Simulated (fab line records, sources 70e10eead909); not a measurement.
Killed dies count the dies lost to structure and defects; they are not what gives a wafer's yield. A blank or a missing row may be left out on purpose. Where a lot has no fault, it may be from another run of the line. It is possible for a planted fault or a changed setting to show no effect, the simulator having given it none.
Matching of chambers / flow nand harc / NHARC_P_ZERO_WELL_DESCUM_39 on rie diel-13 has 4 sister chambers
The step chemistry O2, time 3 s. 18 wafers are shown with their chamber, then 9 later ones without.

== EACH WAFER AND ITS CHAMBER ==
wafer=L076.2; chamber=0; showerhead plenum p Torr (Torr)=1.95; drypump motor current A (A)=5.6; oes product au (a.u.)=1.019
wafer=L076.3; chamber=2; showerhead plenum p Torr (Torr)=2.02; drypump motor current A (A)=5.2; oes product au (a.u.)=0.985
wafer=L076.5; chamber=2; showerhead plenum p Torr (Torr)=2.02; drypump motor current A (A)=5.2; oes product au (a.u.)=0.988
wafer=L083.2; chamber=2; showerhead plenum p Torr (Torr)=2.01; drypump motor current A (A)=5.2; oes product au (a.u.)=0.997
wafer=L083.5; chamber=2; showerhead plenum p Torr (Torr)=2.01; drypump motor current A (A)=5.2; oes product au (a.u.)=1.005
wafer=L083.6; chamber=3; showerhead plenum p Torr (Torr)=2.06; drypump motor current A (A)=5.2; oes product au (a.u.)=0.996
wafer=L083.1; chamber=1; showerhead plenum p Torr (Torr)=1.83; drypump motor current A (A)=5.8; oes product au (a.u.)=1.011
wafer=L083.3; chamber=3; showerhead plenum p Torr (Torr)=2.06; drypump motor current A (A)=5.2; oes product au (a.u.)=0.994
wafer=L083.4; chamber=0; showerhead plenum p Torr (Torr)=1.94; drypump motor current A (A)=5.6; oes product au (a.u.)=1.027
wafer=L089.3; chamber=1; showerhead plenum p Torr (Torr)=1.82; drypump motor current A (A)=5.8; oes product au (a.u.)=1.025
wafer=L089.5; chamber=2; showerhead plenum p Torr (Torr)=2.01; drypump motor current A (A)=5.2; oes product au (a.u.)=0.998
wafer=L089.6; chamber=3; showerhead plenum p Torr (Torr)=2.06; drypump motor current A (A)=5.2; oes product au (a.u.)=1.005
wafer=L090.2; chamber=2; showerhead plenum p Torr (Torr)=2.00; drypump motor current A (A)=5.2; oes product au (a.u.)=0.997
wafer=L090.3; chamber=1; showerhead plenum p Torr (Torr)=1.82; drypump motor current A (A)=5.9; oes product au (a.u.)=1.019
wafer=L090.4; chamber=0; showerhead plenum p Torr (Torr)=1.93; drypump motor current A (A)=5.7; oes product au (a.u.)=0.999
wafer=L091.3; chamber=2; showerhead plenum p Torr (Torr)=2.00; drypump motor current A (A)=5.2; oes product au (a.u.)=1.016
wafer=L091.5; chamber=1; showerhead plenum p Torr (Torr)=1.82; drypump motor current A (A)=5.9; oes product au (a.u.)=1.014
wafer=L091.6; chamber=2; showerhead plenum p Torr (Torr)=2.00; drypump motor current A (A)=5.2; oes product au (a.u.)=0.998

SIGNATURES (averages over the wafers above)
reading=showerhead plenum p Torr; chamber 0=1.9400; chamber 1=1.8225; chamber 2=2.0088; chamber 3=2.0600; scatter within a chamber=0.00738
reading=drypump motor current A; chamber 0=5.633; chamber 1=5.850; chamber 2=5.200; chamber 3=5.200; scatter within a chamber=0.0345
reading=oes product au; chamber 0=1.01500; chamber 1=1.01725; chamber 2=0.99800; chamber 3=0.99833; scatter within a chamber=0.00942
Rule: a wafer lies at a distance from a chamber equal to the root of the sum of squares, over the readings, of (its reading less the chamber's mean, divided by the reading's scatter). The wafer belongs to the nearest chamber; if the next one is less than 2 further off, it can't be placed. The scatter is the square root of a quotient: the sum, over the shown wafers, of each reading's squared deviation from its chamber's mean, divided by wafers minus chambers.

== WAFERS WITH NO CHAMBER GIVEN ==
wafer=L094.2; showerhead plenum p Torr (Torr)=2.05; drypump motor current A (A)=5.2; oes product au (a.u.)=1.000
wafer=L094.4; showerhead plenum p Torr (Torr)=2.00; drypump motor current A (A)=5.2; oes product au (a.u.)=1.012
wafer=L094.6; showerhead plenum p Torr (Torr)=2.05; drypump motor current A (A)=5.2; oes product au (a.u.)=1.001
wafer=L096.1; showerhead plenum p Torr (Torr)=2.00; drypump motor current A (A)=5.2; oes product au (a.u.)=1.017
wafer=L096.2; showerhead plenum p Torr (Torr)=2.05; drypump motor current A (A)=5.2; oes product au (a.u.)=0.997
wafer=L096.3; showerhead plenum p Torr (Torr)=1.82; drypump motor current A (A)=5.8; oes product au (a.u.)=1.002
wafer=L097.2; showerhead plenum p Torr (Torr)=2.00; drypump motor current A (A)=5.2; oes product au (a.u.)=1.011
wafer=L097.4; showerhead plenum p Torr (Torr)=1.82; drypump motor current A (A)=5.9; oes product au (a.u.)=0.998
wafer=L097.6; showerhead plenum p Torr (Torr)=1.82; drypump motor current A (A)=5.9; oes product au (a.u.)=1.009

== WHICH CHAMBER EACH WENT THROUGH ==
wafer=L094.2; from the rows above=3; in truth=3
wafer=L094.4; from the rows above=2; in truth=2
wafer=L094.6; from the rows above=3; in truth=3
wafer=L096.1; from the rows above=2; in truth=2
wafer=L096.2; from the rows above=3; in truth=3
wafer=L096.3; from the rows above=1; in truth=1
wafer=L097.2; from the rows above=2; in truth=2
wafer=L097.4; from the rows above=1; in truth=1
wafer=L097.6; from the rows above=1; in truth=1
Placed correctly: 9 of 9. Not placeable from these rows: 0. Placed wrongly: 0.
